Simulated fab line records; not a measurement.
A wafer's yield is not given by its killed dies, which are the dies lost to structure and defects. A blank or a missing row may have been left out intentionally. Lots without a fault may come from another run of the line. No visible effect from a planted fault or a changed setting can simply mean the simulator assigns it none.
Chamber matching || flow n5Finfet || cmp-02 running N5_HKMG_FIN_CMP_94: 4 sister chambers
The step polishes, stops on SiNx, t overpolish 4.7 s, target thk 43.299 nm. 4 wafers are shown with their chamber, then 8 later ones without.

## WAFERS PAIRED WITH THEIR CHAMBERS
{"wafer": "L091.6", "chamber": 2, "motorCurrentA (A)": 12.5}
{"wafer": "L093.5", "chamber": 0, "motorCurrentA (A)": 11.2}
{"wafer": "L093.6", "chamber": 3, "motorCurrentA (A)": 13.3}
{"wafer": "L094.2", "chamber": 1, "motorCurrentA (A)": 11.2}

## WAFERS WITHOUT THEIR CHAMBER
{"wafer": "L094.5", "motorCurrentA (A)": 12.1}
{"wafer": "L094.6", "motorCurrentA (A)": 12.9}
{"wafer": "L096.4", "motorCurrentA (A)": 12.7}
{"wafer": "L096.5", "motorCurrentA (A)": 12.2}
{"wafer": "L096.6", "motorCurrentA (A)": 10.9}
{"wafer": "L097.1", "motorCurrentA (A)": 11.1}
{"wafer": "L097.2", "motorCurrentA (A)": 12.4}
{"wafer": "L097.6", "motorCurrentA (A)": 11.6}

## WHICH CHAMBER EACH ONE RAN IN
{"wafer": "L094.5", "from the rows above": "can't be placed: 2 or 0 or 1", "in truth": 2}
{"wafer": "L094.6", "from the rows above": "can't be placed: 2 or 3", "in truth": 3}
{"wafer": "L096.4", "from the rows above": "can't be placed: 2 or 3", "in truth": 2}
{"wafer": "L096.5", "from the rows above": 2, "in truth": 2}
{"wafer": "L096.6", "from the rows above": "can't be placed: 0 or 1", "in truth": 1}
{"wafer": "L097.1", "from the rows above": "can't be placed: 0 or 1", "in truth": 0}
{"wafer": "L097.2", "from the rows above": 2, "in truth": 2}
{"wafer": "L097.6", "from the rows above": "can't be placed: 0 or 1 or 2", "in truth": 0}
Correctly placed: 2 of 8. Unplaceable from these rows: 6, with the true chamber sitting among the candidates in 6. Number placed wrongly: 0.
How it was worked out, from the rows above alone: a wafer's distance from a chamber is the root of the sum, over the readings, of the square of ((its reading less the chamber's mean) divided by the reading's scatter). If the next closest chamber is less than 2 further off than the closest, the wafer can't be placed; otherwise it belongs to the closest. A chamber's mean is the mean of its shown wafers. The scatter (one wafer shown for each chamber): square how far every hidden wafer sits from the nearest shown wafer, average those squares and take the square root.
